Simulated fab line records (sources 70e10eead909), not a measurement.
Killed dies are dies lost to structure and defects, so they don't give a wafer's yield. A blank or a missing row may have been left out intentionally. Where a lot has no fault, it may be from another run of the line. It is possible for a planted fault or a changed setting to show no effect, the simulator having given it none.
Comparing a struck lot with a sound one    flow nandHarc    26 steps out of a route of 1159
Sound: wafers L273.3, L273.4, L273.5. Struck: wafer L287.1. The cause is named last.
Per side, at each step with rows, come the tool, then ch with its chambers, and then its first start. Under that, the readings that differ: sound wafers    struck wafers    difference of the means    sigmas: that difference in standard deviations of wafers without a fault.
alike: words and numbers the same on both sides, and readings whose means are apart by under 2 such deviations; not compared: readings that were withheld, readings missing a value for some wafer, numbers with overlapping values and no deviation given by the record, and bounds like >300 which may hide the same value.
Wherever a step has rows on one side only, a row that says differs or no value, or a row with sigmas, the two part there. Non-overlapping numbers with no deviation appear without sigmas and do not part them. Lack of a reading on every wafer of one side parts them only where that side has two or more wafers.

NHARC_A_M0_DEGAS_28: time 60 s.
  sound: pvdSputter-03 at day 17 19:38; struck: pvdSputter-01 at day 21 22:51
  alike: heaterPowerW
NHARC_A_M0_PRE_CLEAN_29: time 30 s.
  sound on pvdSputter-03; struck on pvdSputter-01
  alike: heaterPowerW
NHARC_A_M0_PVD_20: deposits TaN, target thk 5 nm, time 8.06 s.
  sound on pvdSputter-03; struck on pvdSputter-01
  alike: throttleValvePct
NHARC_A_M0_PVD_21: deposits Cu, target thk 30 nm, time 20.49 s.
  sound on pvdSputter-03; struck on pvdSputter-01
  alike: throttleValvePct
then, 1 step without rows for these wafers: NHARC_A_M0_ECD_22 (material Cu, target thk 400 nm).
NHARC_A_M0_ANNEAL_30: time 90 s.
  sound on rtpAnneal-01 ch 0, day 17 20:59; struck on rtpAnneal-01 ch 0, day 21 23:34
  alike: annealTempCMax, wafer_temp_C_max
then, 1 step without rows for these wafers: NHARC_A_M0_CMP_23 (polishes, t overpolish 20 s, target thk 113.75 nm).
NHARC_A_M0_THK_MEAS_24: measures by xrf.
  sound: filmMetro-02 at day 17 21:33; struck: filmMetro-01 at day 22 00:14
  alike: thkNm
following that, these wafers have no rows for 1 step: NHARC_A_M0_SRD_25.
NHARC_A_M0_INSPECT_27:
  sound: defectInspect-01 at day 17 21:43; struck: defectInspect-02 at day 22 00:23
  alike: rawDefectCount
then, 1 step without rows for these wafers: NHARC_A_M0_PRE_CLEAN_31 (time 12 s).
NHARC_A_M0_DEP_32: deposits SiCN, target thk 30 nm.
  sound on pecvd-03 ch 0,2, day 17 21:58; struck on pecvd-02 ch 2, day 22 00:38
reading                     sound              struck  difference  sigmas
chamberPressureTorr (Torr)  2.986 2.971 2.995  3.002   +0.018      +3
  alike: heaterPowerW
then, 10 steps without rows for these wafers: NHARC_A_M1_DEP_00 (deposits SiOC, target thk 182.5 nm); NHARC_A_M1_DEHYDRATE_01 (time 120 s); NHARC_A_M1_HMDS_02 (time 30 s); NHARC_A_M1_COAT_34 (time 65 s); NHARC_A_M1_COAT_03 (resist thk 90 nm); NHARC_A_M1_SOFTBAKE_04 (time 55 s); NHARC_A_M1_EBR_05; NHARC_A_M1_EXPOSE_06 (exposes mask A M1, target cd 120 nm); NHARC_A_M1_PEB_07 (peb time 65 s); NHARC_A_M1_DEVELOP_08 (develop time 35 s).
NHARC_A_M1_CD_MEAS_09: the cd target is 120 nm.
  sound on cdSem-01 ch 0, day 17 23:08; struck on cdSem-01 ch 0, day 22 01:47
reading    sound              struck  difference  sigmas
cdNm (nm)  121.4 120.1 120.6  118.8   -1.9        -4
NHARC_A_M1_OVL_MEAS_10: pitch 240 nm.
  sound: overlay-01 at day 17 23:13; struck: overlay-02 at day 22 01:53
reading          sound           struck  difference  sigmas
overlayXNm (nm)  0.3 0.7 1.1     -1.3    -2.0        -3
overlayYNm (nm)  -1.3 -2.2 -1.8  0.2     +2.0        +2
NHARC_A_M1_INSPECT_11:
  sound: defectInspect-01 at day 17 23:15; struck: defectInspect-02 at day 22 02:05
reading         sound     struck  difference  sigmas
rawDefectCount  19 24 24  788     +766        +70
  not compared: hold
NHARC_END_SORT_01:
  sound on prober-02 ch 0, day 19 23:33; struck on prober-01 ch 0, day 23 21:32
reading                 sound           struck  difference  sigmas
defectLimitedYield (%)  95.9 95.7 95.9  85.8    -10.0       -8
killedAtArray           20 26 25        92      +68         +9
killedDies              28 29 28        96      +68         +8
sort_bin_2_pct (%)      0.7 1.2 1.8     5.6     +4.4        +9
sort_bin_3_pct (%)      0.44 0 0        3.55    +3.40       +16
sort_bin_4_pct (%)      3.0 3.1 2.4     5.0     +2.2        +2
sortNPass               649 648 649     581     -68         -8
sortRimYieldPct (%)     96.2 94.3 93.4  84.0    -10.6       -4
sortYieldPct (%)        95.9 95.7 95.9  85.8    -10.0       -8
  alike: killedAtOther, killedAtPeriphery, killedOpen, killedShort

WHERE THEY PART
First at NHARC_A_M0_DEP_32; last, within this record, at NHARC_END_SORT_01.

WHY: whatever the simulator had introduced
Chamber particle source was pecvd-02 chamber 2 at NHARC_A_M0_DEP_32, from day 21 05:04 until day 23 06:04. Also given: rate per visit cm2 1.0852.
